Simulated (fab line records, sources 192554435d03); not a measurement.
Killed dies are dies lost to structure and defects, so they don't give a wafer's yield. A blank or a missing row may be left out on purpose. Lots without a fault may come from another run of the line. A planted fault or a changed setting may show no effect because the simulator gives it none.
Which tool did it? | flow n5_finfet | 11 lots, 31 wafers sampled, at 4 steps of a route of 1938

WHAT THE GAUGES READ, wafer by wafer
The record holds no reading of a measuring or inspecting step that can be judged against a usual standard deviation.

WHICH TOOL RAN EACH LOT (tool, then ch and the chambers of the sampled wafers, then the start)
lot  | N5_BEOL_M14_ETCH_67                | N5_BEOL_M14_ETCH_38                           | N5_BEOL_M14_SPUTTER_44       | N5_BEOL_M14_SPUTTER_45
L211 | rie_diel-03 ch 0,2, day 12 21:24   | rie_diel-06 ch 2,3, day 13 01:29 or earlier   | pvd_sputter-01, day 13 01:29 | pvd_sputter-01, day 13 01:34
L212 | rie_diel-03 ch 0,1,3, day 12 22:50 | rie_diel-03 ch 0,3, day 13 05:15 or earlier   | pvd_sputter-01, day 13 05:15 | pvd_sputter-01, day 13 05:20
L213 | rie_diel-01 ch 0,2,3, day 12 23:52 | rie_diel-03 ch 1,2,3, day 13 08:03 or earlier | pvd_sputter-02, day 13 08:03 | pvd_sputter-02, day 13 08:08
L222 | rie_diel-03 ch 0,1,2, day 15 07:11 | rie_diel-01 ch 0,2, day 15 08:42 or earlier   | pvd_sputter-01, day 15 08:42 | pvd_sputter-01, day 15 08:47
L226 | rie_diel-03 ch 0,1,2, day 16 00:17 | rie_diel-01 ch 1,2,3, day 16 03:13 or earlier | pvd_sputter-02, day 16 03:13 | pvd_sputter-02, day 16 03:17
L225 | rie_diel-06 ch 0,3, day 16 00:43   | rie_diel-06 ch 1,3, day 16 04:03 or earlier   | pvd_sputter-02, day 16 04:03 | pvd_sputter-02, day 16 04:08
L228 | rie_diel-03 ch 0,2, day 16 15:50   | rie_diel-06 ch 0,3, day 16 23:28 or earlier   | pvd_sputter-03, day 16 23:28 | pvd_sputter-03, day 16 23:32
L229 | rie_diel-01 ch 0,2, day 16 22:11   | rie_diel-06 ch 2,3, day 16 23:29 or earlier   | pvd_sputter-02, day 16 23:29 | pvd_sputter-02, day 16 23:34
L232 | rie_diel-01 ch 1,2,3, day 17 13:26 | rie_diel-01 ch 0,1, day 17 15:22 or earlier   | pvd_sputter-02, day 17 15:22 | pvd_sputter-02, day 17 15:28
L233 | rie_diel-03 ch 0,3, day 17 21:19   | rie_diel-06 ch 0,1,2, day 18 02:08 or earlier | pvd_sputter-01, day 18 02:08 | pvd_sputter-01, day 18 02:13
L234 | rie_diel-06 ch 1,2,3, day 18 01:44 | rie_diel-03 ch 1,2,3, day 18 03:40 or earlier | pvd_sputter-03, day 18 03:40 | pvd_sputter-03, day 18 03:45
- N5_BEOL_M14_ETCH_67: etches SiARC in CF4, target depth 143 nm, time 238.3 s.
- N5_BEOL_M14_ETCH_38: etches SiCN in CF4/N2, target depth 106.5 nm, time 120.6 s.
- N5_BEOL_M14_SPUTTER_44: material Ta, target thk 15 nm, time 24.19 s.
- N5_BEOL_M14_SPUTTER_45: material Cu, target thk 100 nm, time 16.67 s.

WHAT THE TOOLS THEMSELVES READ (means of the sampled wafers that have a number; where no wafer has one, the mark that the record gives instead)
N5_BEOL_M14_ETCH_67. Usual: drypump_motor_current_A 5.7 A, standard deviation 0.42; etch_rf_on_time_s 238 s, standard deviation 5.1; mfc_ar_sccm 100.00 sccm, standard deviation 0.3; oes_product_au 0.71 a.u., standard deviation 0.065; rf_vpp_V 183.9 V, standard deviation 1.2; showerhead_plenum_p_Torr 2.12 Torr, standard deviation 0.068; throttle_valve_pct 15.54 %, standard deviation 0.18.
lot  | tool        | drypump_motor_current_A (A) | etch_rf_on_time_s (s) | mfc_ar_sccm (sccm) | oes_product_au (a.u.) | rf_vpp_V (V) | showerhead_plenum_p_Torr (Torr) | throttle_valve_pct (%) | flag
L211 | rie_diel-03 | 5.6                         | 242                   | 100.10             | 0.72                  | 185.0        | 2.20                            | 15.55                  |
L212 | rie_diel-03 | 5.6                         | 239                   | 99.89              | 0.66                  | 183.3        | 2.11                            | 15.51                  |
L213 | rie_diel-01 | 5.6                         | 243                   | 100.03             | 0.72                  | 183.4        | 2.09                            | 15.52                  |
L222 | rie_diel-03 | 5.6                         | 238                   | 100.23             | 0.68                  | 184.3        | 2.15                            | 15.48                  |
L226 | rie_diel-03 | 5.6                         | 238                   | 100.10             | 0.68                  | 184.9        | 2.15                            | 15.49                  |
L225 | rie_diel-06 | 5.8                         | 238                   | 99.84              | 0.68                  | 183.9        | 2.07                            | 15.53                  |
L228 | rie_diel-03 | 5.6                         | 239                   | 99.86              | 0.79                  | 184.4        | 2.27                            | 15.38                  |
L229 | rie_diel-01 | 5.5                         | 240                   | 99.95              | 0.70                  | 183.4        | 2.09                            | 15.71                  |
L232 | rie_diel-01 | 6.1                         | 244                   | 100.00             | 0.67                  | 183.1        | 2.07                            | 15.48                  |
L233 | rie_diel-03 | 5.6                         | 240                   | 99.73              | 0.68                  | 183.9        | 2.17                            | 15.62                  |
L234 | rie_diel-06 | 5.5                         | 233                   | 100.13             | 0.72                  | 183.7        | 2.11                            | 15.63                  |

N5_BEOL_M14_ETCH_38. Usual: drypump_motor_current_A 5.7 A, standard deviation 0.42; mfc_ar_sccm 100.0 sccm, standard deviation 0.3; oes_product_au 0.82 a.u., standard deviation 0.071; rf_vpp_V 381.7 V, standard deviation 1.9; showerhead_plenum_p_Torr 2.18 Torr, standard deviation 0.068; throttle_valve_pct 15.38 %, standard deviation 0.18.
lot  | tool        | drypump_motor_current_A (A) | mfc_ar_sccm (sccm) | oes_product_au (a.u.) | rf_vpp_V (V) | showerhead_plenum_p_Torr (Torr) | throttle_valve_pct (%) | flag
L211 | rie_diel-06 | 5.6                         | 100.0              | 0.91                  | 381.9        | 2.18                            | 15.41                  |
L212 | rie_diel-03 | 5.4                         | 100.2              | 0.71                  | 381.1        | 2.14                            | 15.54                  |
L213 | rie_diel-03 | 5.8                         | 100.1              | 0.84                  | 384.3        | 2.26                            | 15.33                  |
L222 | rie_diel-01 | 5.5                         | 99.9               | 0.82                  | 380.9        | 2.15                            | 15.51                  |
L226 | rie_diel-01 | 6.0                         | 99.9               | 0.80                  | 380.9        | 2.13                            | 15.29                  |
L225 | rie_diel-06 | 5.9                         | 99.6               | 0.89                  | 380.8        | 2.16                            | 15.34                  |
L228 | rie_diel-06 | 5.8                         | 100.0              | 0.78                  | 380.5        | 2.13                            | 15.38                  |
L229 | rie_diel-06 | 5.6                         | 99.8               | 0.84                  | 381.7        | 2.17                            | 15.49                  |
L232 | rie_diel-01 | 5.8                         | 100.2              | 0.84                  | 381.2        | 2.14                            | 15.38                  |
L233 | rie_diel-06 | 5.5                         | 99.6               | 0.80                  | 380.7        | 2.15                            | 15.44                  |
L234 | rie_diel-03 | 5.8                         | 100.2              | 0.78                  | 383.0        | 2.25                            | 15.42                  |

N5_BEOL_M14_SPUTTER_44. Usual: cathode_dc_power_W 14999 W, standard deviation 2.9; throttle_valve_pct 30.1 %, standard deviation 1.3.
lot  | tool           | cathode_dc_power_W (W) | throttle_valve_pct (%) | flag
L211 | pvd_sputter-01 | 15000                  | 30.3                   |
L212 | pvd_sputter-01 | 14997                  | 29.8                   |
L213 | pvd_sputter-02 | 14999                  | 30.4                   |
L222 | pvd_sputter-01 | 15357                  | 30.8                   | OFF
L226 | pvd_sputter-02 | 14999                  | 30.7                   |
L225 | pvd_sputter-02 | 15004                  | 30.8                   |
L228 | pvd_sputter-03 | 15002                  | 29.9                   |
L229 | pvd_sputter-02 | 14998                  | 30.6                   |
L232 | pvd_sputter-02 | 14998                  | 30.4                   |
L233 | pvd_sputter-01 | 15000                  | 30.2                   |
L234 | pvd_sputter-03 | 14998                  | 31.3                   |

N5_BEOL_M14_SPUTTER_45. Usual: cathode_dc_power_W 26000 W, standard deviation 4.7; throttle_valve_pct 30.1 %, standard deviation 1.3.
lot  | tool           | cathode_dc_power_W (W) | throttle_valve_pct (%) | flag
L211 | pvd_sputter-01 | 26001                  | 30.1                   |
L212 | pvd_sputter-01 | 25999                  | 29.7                   |
L213 | pvd_sputter-02 | 26002                  | 30.4                   |
L222 | pvd_sputter-01 | 25999                  | 30.7                   |
L226 | pvd_sputter-02 | 26005                  | 30.8                   |
L225 | pvd_sputter-02 | 26003                  | 30.6                   |
L228 | pvd_sputter-03 | 26004                  | 29.9                   |
L229 | pvd_sputter-02 | 25998                  | 30.6                   |
L232 | pvd_sputter-02 | 25999                  | 30.5                   |
L233 | pvd_sputter-01 | 26000                  | 30.2                   |
L234 | pvd_sputter-03 | 25999                  | 31.3                   |

THE ANSWER, worked out from the rows above alone
Rule: a lot is off if the mean of its wafers that have a number lies more than 3 standard deviations from the usual mean. A lot without any number at a reading at which 4 lots or more have one is off too. The other lots that the step has rows for count as sound. The gauges are gone through in route order, then the tools' own readings, and for those a lot's mean is taken as printed above. The first step at which some lot is off is used, and at that step the reading that is off furthest; a lot without a number counts as furthest.
Off: L222, at N5_BEOL_M14_SPUTTER_44 (cathode_dc_power_W).
A tool fits if, at that step or a process step before it, it ran every lot that is off, and no sound lot after the first of them. N5_BEOL_M14_ETCH_38 gives no start for some lots, so the hours and the order of its lots are those of N5_BEOL_M14_SPUTTER_44. None of those tried fits.

WHAT THE SIMULATOR HAD PUT IN
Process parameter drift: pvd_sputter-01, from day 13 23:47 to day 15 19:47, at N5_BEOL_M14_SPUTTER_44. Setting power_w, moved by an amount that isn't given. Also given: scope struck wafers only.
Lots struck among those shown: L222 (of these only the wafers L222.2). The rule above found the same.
